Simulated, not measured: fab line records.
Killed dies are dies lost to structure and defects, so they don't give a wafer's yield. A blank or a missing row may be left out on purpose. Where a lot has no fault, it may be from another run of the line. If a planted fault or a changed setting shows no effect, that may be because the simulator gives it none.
Which tool was responsible?	flow n5_finfet	72 wafers from 24 lots sampled at 4 of the route's 1938 steps

WHAT THE GAUGES READ, wafer by wafer
N5_BEOL_M10_CD_MEAS_28: target cd 70 nm. Usual: 69.9 nm for cd_nm, sd 0.86.
lot	measured	on	cd_nm (nm)	flag
L074	day 10 01:53	cd_sem-02	69.0 69.7 68.7	
L077	day 10 11:53	cd_sem-03	69.5 69.6 69.1	
L076	day 10 17:29	cd_sem-01	68.4 68.9 69.0	
L075	day 10 19:44	cd_sem-02	69.2 69.0 68.2	
L078	day 10 23:29	cd_sem-01	70.5 69.7 70.6	
L079	day 11 06:47	cd_sem-02	70.8 70.6 70.9	
L080	day 11 07:49	cd_sem-03	70.4 70.4 69.9	
L081	day 11 07:59	cd_sem-03	69.9 71.1 70.5	
L082	day 11 21:11	cd_sem-01	70.4 68.7 68.1	
L083	day 12 05:52	cd_sem-02	69.5 70.3 68.2	
L085	day 12 16:42	cd_sem-03	69.9 71.1 69.9	
L088	day 13 12:18	cd_sem-02	69.9 70.2 69.7	
L086	day 13 14:20	cd_sem-01	69.5 70.7 69.8	
L084	day 13 14:10	cd_sem-01	71.3 70.5 68.9	
L090	day 13 14:22	cd_sem-02	70.9 69.8 70.7	
L087	day 13 14:32	cd_sem-02	69.7 71.0 70.0	
L089	day 13 18:52	cd_sem-01	71.4 70.2 70.4	
L091	day 14 06:14	cd_sem-01	68.9 68.1 68.7	
L092	day 14 15:57	cd_sem-03	69.9 67.7 69.0	
L093	day 15 01:25	cd_sem-03	69.9 68.7 70.1	
L094	day 15 01:15	cd_sem-01	71.1 70.9 70.4	
L096	day 15 08:30	cd_sem-01	70.8 70.2 71.1	
L095	day 15 08:47	cd_sem-03	69.6 69.6 71.3	
L097	day 16 10:51	cd_sem-03	70.8 70.6 70.7	

N5_BEOL_M11_THK_MEAS_01. Usual: M11_ILD_THK 268 nm, standard deviation 4.2.
lot	measured	on	M11_ILD_THK (nm)	flag
L074	day 10 07:56	film_metro-02	267 261 264	
L077	day 10 17:34	film_metro-02	263 265 266	
L076	day 10 21:17	film_metro-02	260 267 269	
L075	day 10 23:53	film_metro-01	268 267 271	
L078	day 11 03:53	film_metro-01	264 271 271	
L079	day 11 10:55	film_metro-02	264 266 267	
L080	day 11 12:59	film_metro-01	267 272 270	
L081	day 11 13:47	film_metro-01	264 268 266	
L082	day 12 02:27	film_metro-02	274 276 275	
L083	day 12 09:23	film_metro-01	261 260 266	
L085	day 12 20:32	film_metro-02	272 277 274	
L088	day 13 17:19	film_metro-02	265 271 269	
L086	day 13 18:47	film_metro-01	268 269 274	
L084	day 13 18:14	film_metro-01	266 275 272	
L090	day 13 18:49	film_metro-01	265 264 260	
L087	day 13 19:14	film_metro-01	266 264 271	
L089	day 13 22:28	film_metro-02	260 260 268	
L091	day 14 12:26	film_metro-01	266 268 270	
L092	day 14 21:18	film_metro-02	268 270 269	
L093	day 15 05:24	film_metro-02	271 269 268	
L094	day 15 05:23	film_metro-02	274 273 275	
L096	day 15 14:20	film_metro-02	265 267 268	
L095	day 15 14:54	film_metro-02	270 270 274	
L097	day 16 15:07	film_metro-02	273 276 271	

WHICH TOOL RAN EACH LOT (tool, then ch and the chambers of the sampled wafers, then the start)
lot	N5_BEOL_M9_ANNEAL_51	N5_BEOL_M10_STRIP_36
L074	rtp_anneal-01 ch 0, day 9 21:16	rie_diel-02 ch 1,2,3, day 10 03:24
L077	rtp_anneal-01 ch 0, day 10 07:14	rie_diel-04 ch 0,2, day 10 12:50
L076	rtp_anneal-01 ch 0, day 10 13:02	rie_diel-04 ch 1,2, day 10 17:50
L075	rtp_anneal-01 ch 0, day 10 15:30	rie_diel-04 ch 0,2,3, day 10 20:25
L078	rtp_anneal-02 ch 0, day 10 19:32	rie_diel-04 ch 0,1,3, day 11 00:34
L079	rtp_anneal-02 ch 0, day 11 00:55	rie_diel-05 ch 0,1,3, day 11 07:08
L080	rtp_anneal-02 ch 0, day 11 01:18	rie_diel-04 ch 0,2, day 11 08:11
L081	rtp_anneal-01 ch 0, day 11 02:05	rie_diel-02 ch 0,2, day 11 08:53
L082	rtp_anneal-01 ch 0, day 11 13:28	rie_diel-04 ch 0,1, day 11 21:49
L083	rtp_anneal-01 ch 0, day 11 23:05	rie_diel-04 ch 1,3, day 12 06:14
L085	rtp_anneal-02 ch 0, day 12 11:31	rie_diel-04 ch 0,2, day 12 17:04
L088	rtp_anneal-02 ch 0, day 13 07:35	rie_diel-04 ch 0,2,3, day 13 12:43
L086	rtp_anneal-01 ch 0, day 13 07:47	rie_diel-02 ch 0,1,2, day 13 15:08
L084	rtp_anneal-02 ch 0, day 13 07:49	rie_diel-02 ch 0,2,3, day 13 14:40
L090	rtp_anneal-01 ch 0, day 13 08:07	rie_diel-04 ch 0,2,3, day 13 15:09
L087	rtp_anneal-01 ch 0, day 13 08:34	rie_diel-02 ch 0,1,3, day 13 15:36
L089	rtp_anneal-02 ch 0, day 13 12:46	rie_diel-05 ch 0,1,2, day 13 19:13
L091	rtp_anneal-01 ch 0, day 14 01:06	rie_diel-02 ch 0,2, day 14 06:43
L092	rtp_anneal-02 ch 0, day 14 11:02	rie_diel-05 ch 0,2,3, day 14 16:18
L093	rtp_anneal-01 ch 0, day 14 19:43	rie_diel-02 ch 0,1,3, day 15 01:47
L094	rtp_anneal-02 ch 0, day 14 20:12	rie_diel-04 ch 0,1,2, day 15 01:41
L096	rtp_anneal-01 ch 0, day 15 03:14	rie_diel-02 ch 0,1,3, day 15 08:52
L095	rtp_anneal-02 ch 0, day 15 03:34	rie_diel-05 ch 0,1,3, day 15 09:10
L097	rtp_anneal-01 ch 0, day 16 05:41	rie_diel-04 ch 0,1,2, day 16 11:13
- N5_BEOL_M9_ANNEAL_51: time 90 s.
- N5_BEOL_M10_STRIP_36: strips in N2/H2.

AS READ BY THE TOOLS THEMSELVES (means over the sampled wafers that have a number; for cases with no such wafer, the mark the record gives instead)
N5_BEOL_M9_ANNEAL_51. Usual: 226.0 for wafer_temp_C_max, sd 0.41.
lot	tool	wafer_temp_C_max	flag
L074	rtp_anneal-01	226.0	
L077	rtp_anneal-01	225.8	
L076	rtp_anneal-01	226.0	
L075	rtp_anneal-01	225.7	
L078	rtp_anneal-02	226.6	
L079	rtp_anneal-02	226.1	
L080	rtp_anneal-02	226.4	
L081	rtp_anneal-01	225.7	
L082	rtp_anneal-01	225.8	
L083	rtp_anneal-01	225.5	
L085	rtp_anneal-02	226.5	
L088	rtp_anneal-02	226.3	
L086	rtp_anneal-01	225.6	
L084	rtp_anneal-02	226.3	
L090	rtp_anneal-01	225.5	
L087	rtp_anneal-01	225.9	
L089	rtp_anneal-02	226.6	
L091	rtp_anneal-01	225.7	
L092	rtp_anneal-02	226.3	
L093	rtp_anneal-01	225.6	
L094	rtp_anneal-02	226.6	
L096	rtp_anneal-01	225.7	
L095	rtp_anneal-02	226.4	
L097	rtp_anneal-01	225.7	

N5_BEOL_M10_STRIP_36. Usual: drypump_motor_current_A 5.4 A, standard deviation 0.38; oes_product_au 0.75 a.u., standard deviation 0.079; rf_vpp_V 58.9 V, standard deviation 1.7; showerhead_plenum_p_Torr 2.50 Torr, standard deviation 0.094; throttle_valve_pct 23.63 %, standard deviation 0.28.
lot	tool	drypump_motor_current_A (A)	oes_product_au (a.u.)	rf_vpp_V (V)	showerhead_plenum_p_Torr (Torr)	throttle_valve_pct (%)	flag
L074	rie_diel-02	5.4	0.80	59.1	2.59	23.43	
L077	rie_diel-04	5.5	0.76	58.9	2.43	23.69	
L076	rie_diel-04	5.1	0.76	59.6	2.55	23.56	
L075	rie_diel-04	5.4	0.75	58.3	2.43	23.59	
L078	rie_diel-04	5.6	0.68	58.9	2.47	23.72	
L079	rie_diel-05	5.4	0.79	57.9	2.56	23.55	
L080	rie_diel-04	5.5	0.73	58.2	2.43	23.68	
L081	rie_diel-02	5.8	0.69	60.3	2.49	24.00	
L082	rie_diel-04	5.7	0.69	59.1	2.47	23.86	
L083	rie_diel-04	5.4	0.69	58.7	2.53	23.67	
L085	rie_diel-04	5.2	0.78	60.1	2.43	23.51	
L088	rie_diel-04	5.4	0.72	59.0	2.42	23.62	
L086	rie_diel-02	5.5	0.73	58.1	2.53	23.74	
L084	rie_diel-02	5.6	0.73	59.2	2.53	23.76	
L090	rie_diel-04	5.4	0.72	60.8	2.42	23.61	
L087	rie_diel-02	5.4	0.78	57.2	2.51	23.64	
L089	rie_diel-05	5.4	0.70	58.0	2.52	23.62	
L091	rie_diel-02	5.8	0.68	59.4	2.55	23.90	
L092	rie_diel-05	5.5	0.75	59.6	2.61	23.53	
L093	rie_diel-02	5.4	0.77	61.7	2.51	23.67	
L094	rie_diel-04	5.3	0.80	59.2	2.47	23.62	
L096	rie_diel-02	5.3	0.78	58.8	2.50	23.66	
L095	rie_diel-05	5.4	0.75	58.3	2.54	23.61	
L097	rie_diel-04	5.3	0.88	59.3	2.58	23.43	

THE ANSWER, worked out from the rows above alone
Rule: lot off if the mean of its wafers having a number is beyond 3 standard deviations from the usual mean. Also off: a lot with no number at a reading for which 4 or more lots have one. Any other lot the step has rows for is counted as sound. After the gauges, taken in route order, come the tools' own readings; for these a lot's mean is taken, as printed above. The first step at which some lot is off is used, and at that step the reading that is off furthest; a lot without a number counts as furthest.
No lot is off on any of the readings shown, so nothing can be concluded from this.

WHAT THE SIMULATOR HAD INSERTED
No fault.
